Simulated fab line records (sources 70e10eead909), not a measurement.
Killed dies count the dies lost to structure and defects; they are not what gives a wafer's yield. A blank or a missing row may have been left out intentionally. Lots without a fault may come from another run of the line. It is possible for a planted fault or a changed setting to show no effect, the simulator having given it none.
Chamber matching || flow nand harc || NHARC_A_STAIRCASE_ALD_420 on ald hk-01 has 4 sister chambers
The step deposits SiO2, target thk 20 nm, pulse time 6 s, ald cycles 200. 8 wafers are shown with their chamber, then 9 later ones without.

WAFERS, EACH WITH ITS CHAMBER
{"wafer": "L682.2", "chamber": 1, "heater power w (W)": 419, "precursor pulse height rel": 1.001}
{"wafer": "L682.6", "chamber": 2, "heater power w (W)": 510, "precursor pulse height rel": 0.968}
{"wafer": "L681.1", "chamber": 1, "heater power w (W)": 417, "precursor pulse height rel": 0.996}
{"wafer": "L681.3", "chamber": 0, "heater power w (W)": 461, "precursor pulse height rel": 0.998}
{"wafer": "L681.5", "chamber": 3, "heater power w (W)": 432, "precursor pulse height rel": 0.998}
{"wafer": "L687.1", "chamber": 0, "heater power w (W)": 474, "precursor pulse height rel": 0.961}
{"wafer": "L687.2", "chamber": 2, "heater power w (W)": 513, "precursor pulse height rel": 1.045}
{"wafer": "L687.5", "chamber": 3, "heater power w (W)": 434, "precursor pulse height rel": 0.990}

WAFERS WITH NO CHAMBER GIVEN
{"wafer": "L686.1", "heater power w (W)": 518, "precursor pulse height rel": 0.977}
{"wafer": "L686.2", "heater power w (W)": 439, "precursor pulse height rel": 0.982}
{"wafer": "L686.3", "heater power w (W)": 472, "precursor pulse height rel": 0.984}
{"wafer": "L692.4", "heater power w (W)": 471, "precursor pulse height rel": 1.014}
{"wafer": "L692.5", "heater power w (W)": 476, "precursor pulse height rel": 0.971}
{"wafer": "L692.6", "heater power w (W)": 432, "precursor pulse height rel": 1.008}
{"wafer": "L693.3", "heater power w (W)": 505, "precursor pulse height rel": 1.010}
{"wafer": "L693.4", "heater power w (W)": 479, "precursor pulse height rel": 1.029}
{"wafer": "L693.6", "heater power w (W)": 431, "precursor pulse height rel": 1.012}

WHICH CHAMBER EACH WENT THROUGH
{"wafer": "L686.1", "from the rows above": 2, "in truth": 2}
{"wafer": "L686.2", "from the rows above": 3, "in truth": 3}
{"wafer": "L686.3", "from the rows above": 0, "in truth": 0}
{"wafer": "L692.4", "from the rows above": 0, "in truth": 0}
{"wafer": "L692.5", "from the rows above": 0, "in truth": 0}
{"wafer": "L692.6", "from the rows above": 3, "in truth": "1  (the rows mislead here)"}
{"wafer": "L693.3", "from the rows above": 2, "in truth": 2}
{"wafer": "L693.4", "from the rows above": 0, "in truth": 0}
{"wafer": "L693.6", "from the rows above": 3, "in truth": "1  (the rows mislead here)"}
7 of 9 placed correctly. From these rows, 0 cannot be placed. 2 placed wrongly.
How it was worked out, from the rows above alone: a wafer's distance from a chamber is the root of the sum, over the readings, of the square of ((its reading less the chamber's mean) divided by the reading's scatter). The wafer belongs to the nearest chamber; if the next one is less than 2 further off, it can't be placed. The mean given for a chamber averages the wafers shown for that chamber. The scatter is the square root of a quotient: the sum, over the shown wafers, of each reading's squared deviation from its chamber's mean, divided by wafers minus chambers.
